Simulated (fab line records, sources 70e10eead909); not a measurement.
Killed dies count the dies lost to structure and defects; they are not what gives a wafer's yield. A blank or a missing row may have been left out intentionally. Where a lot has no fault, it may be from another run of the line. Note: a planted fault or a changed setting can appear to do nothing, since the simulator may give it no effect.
Code-filled problem report in 8D (eight disciplines) form ; flow nand harc ; the parts of the form that need people (team, actions taken, sign-off) are left out

== 1. WHAT WENT WRONG ==
At NHARC_A_SLIT_SOFTBAKE_04, heater power total W averages 185.16 W over 6 wafers from 2 lots, while fault-free wafers read 188.45 W, standard deviation 0.14. Relative to the usual mean, that is a shift of -24 standard deviations.
The step: time 55 s.
The first sign was on wafer L597.2 at day 24 03:00, on litho track-01. At this step, 39 wafers from 13 lots have a number in the record. Rule for "out", or "out of limits": more than 4 standard deviations from the usual mean. The other wafers with a number count as sound.

== 2. WHAT IT IS; WHAT IT IS NOT ==
question;is;is not
which readings at this step;heater power total W;-
which lots;L597, L599;L589, L590, L592, L601, L603, L604, L605, L606, L607, L608, L609
which wafers of those lots;all that have a number;-
read on which tools;litho track-01;litho track-04, litho track-06
when;from day 24 03:00;"up to then (9 sound wafers); but 24 sound wafers of L601, L603, L604, L605, L606, L607, L608, L609 came after"

== 3. THE SUSPECTS, EACH WITH WHAT RULES IT OUT ==
Counting: a tool at any process step up to the reading remains a suspect when it ran all the lots that are out and ran no sound lot after the first of those.
- rie diel-12 at NHARC_A_SGD_CUT_ETCH_58 (etches the open film in CF4, target depth 39 nm, time 65 s): ruled out as a lasting fault. Following L597 (day 23 15:54), the first lot on it that is out, the sound lots L601, L603, L604, L606 were run on it.
- litho track-01 at NHARC_A_SLIT_SOFTBAKE_04 (time 55 s): ruled out as a lasting fault. Following L597 (day 24 03:00), the first lot on it that is out, the sound lots L606, L608 were run on it.
Left after counting: nothing in the record.

== 4. THE CAUSE (what the simulator had put in) ==
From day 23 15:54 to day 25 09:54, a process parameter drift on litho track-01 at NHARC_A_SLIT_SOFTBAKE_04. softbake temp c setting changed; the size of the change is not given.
Counting ruled it out, wrongly.

== 5. SEQUENCE OF EFFECTS, ordered by route ==
Rows list readings where the struck wafers' mean (over those with a number) sits beyond 3 standard deviations from the usual. Only readings whose record carries a usual standard deviation are examined. hours: median over the lots of the time between each lot's start at the first step of this table that gives one and its start at this step. sigmas: the change, counted in usual standard deviations.
hours;step;reading;usual;on struck wafers;change;sigmas
0;NHARC_A_SLIT_SOFTBAKE_04;heater power total W;188.45 W;185.16;-3.29;-24
The process steps in it:
- NHARC_A_SLIT_SOFTBAKE_04: time 55 s.

== 6. WHAT WOULD HAVE CAUGHT IT SOONER ==
11 hours passed between the start of the fault at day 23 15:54 and the first reading out of limits in this record, taken at day 24 03:00.
